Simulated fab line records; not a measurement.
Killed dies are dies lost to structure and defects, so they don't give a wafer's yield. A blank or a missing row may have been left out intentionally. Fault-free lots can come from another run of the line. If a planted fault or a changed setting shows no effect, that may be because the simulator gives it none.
Struck lot and sound lot, side by side | flow n5 finfet | 15 steps out of a route of 1938
Sound: the wafers L795.1, L795.4, L795.6. Struck: wafer L806.5. (L806.2 of the same lot was not struck and is left out.) The cause comes at the end.
At each step with rows: each side's tool, then ch and its chambers, then its first start. Under that, the readings that differ: sound wafers | struck wafers | difference of the means | sigmas: that difference in standard deviations of wafers without a fault.
alike: readings whose means differ by less than 2 such deviations, and words and numbers that are the same on both sides. not compared: withheld readings, readings that some wafer has no value for, bounds like >300 that may hide the same value, and numbers for which the record gives no deviation and whose values overlap.
A row with sigmas, a row that says differs or no value, or rows on one side alone: a step with any of these is where the two part. When numbers do not overlap yet have no deviation, they are printed without sigmas and do not part them. Lack of a reading on every wafer of one side parts them only where that side has two or more wafers.

first, 1 step without rows for these wafers: N5_BEOL_M5_SPUTTER_83 (material Cu, target thk 15 nm, time 27.62 s).
N5_BEOL_M5_ANNEAL_84: time 1800 s.
  sound: pvd sputter-03 at day 9 22:14; struck: pvd sputter-03 at day 12 02:07
  alike: heater power w
N5_BEOL_M5_SPUTTER_88: material Cu, target thk 15 nm, time 27.62 s.
  sound: pvd sputter-03 at day 9 23:14; struck: pvd sputter-03 at day 12 03:07
  alike: throttle valve pct
N5_BEOL_M5_ANNEAL_89: time 1800 s.
  sound: pvd sputter-03 at day 9 23:19; struck: pvd sputter-03 at day 12 03:12
  alike: heater power w
N5_BEOL_M5_SPUTTER_90: material Cu, target thk 4.5 nm, time 8.29 s.
  sound: pvd sputter-03 at day 10 00:19; struck: pvd sputter-03 at day 12 04:13
  alike: throttle valve pct
then, 1 step without rows for these wafers: N5_BEOL_M5_ECD_50 (material Cu, target thk 300 nm).
N5_BEOL_M5_ANNEAL_51: time 90 s.
  sound on rtp anneal-01 ch 0, day 10 00:34; struck on rtp anneal-02 ch 0, day 12 05:17
  alike: wafer_temp_C_max
then, 1 step without rows for these wafers: N5_BEOL_M5_CMP_52 (polishes, stops on SiCOH lowk, t overpolish 6.9 s, target thk 62 nm).
N5_BEOL_M5_THK_MEAS_53: measures by xrf.
  sound: film metro-01 at day 10 01:09; struck: film metro-02 at day 12 05:50
  alike: M5_THK
then, 3 steps without rows for these wafers: N5_BEOL_M5_PRE_CLEAN_77 (time 15 s); N5_BEOL_M5_CO_CAP_78 (material Co, precursor CCTBA/H2, target thk 2 nm, time 102.1 s); N5_BEOL_M5_PRE_CLEAN_55 (time 15 s).
N5_BEOL_M5_DEP_56: deposits SiCN from 3MS/NH3, target thk 8 nm, time 14 s.
  sound on pecvd-03 ch 0,1, day 10 01:27; struck on pecvd-03 ch 1, day 12 06:02
  reading                                  | sound   | struck | difference | sigmas
  model.SiCN_of_BEOL_M5_DEP_56.thk nm (nm) | 8 8 8.2 | 6      | -2         |
  alike: showerhead plenum p Torr, throttle valve pct
  not compared: since wet clean h
N5_BEOL_M5_RS_MEAS_57: the measuring method here is four-point-probe.
  sound: film metro-02 at day 10 01:32; struck: film metro-01 at day 12 06:06
  reading        | sound             | struck | difference | sigmas
  M5_RS (ohm/sq) | 0.407 0.395 0.408 | 0.373  | -0.030     | -2
then, 1 step without rows for these wafers: N5_PASSIVATION_PROBE_49.

== WHERE THEY PART ==
Only at N5_BEOL_M5_RS_MEAS_57, within this record.

WHY: what the simulator had put in
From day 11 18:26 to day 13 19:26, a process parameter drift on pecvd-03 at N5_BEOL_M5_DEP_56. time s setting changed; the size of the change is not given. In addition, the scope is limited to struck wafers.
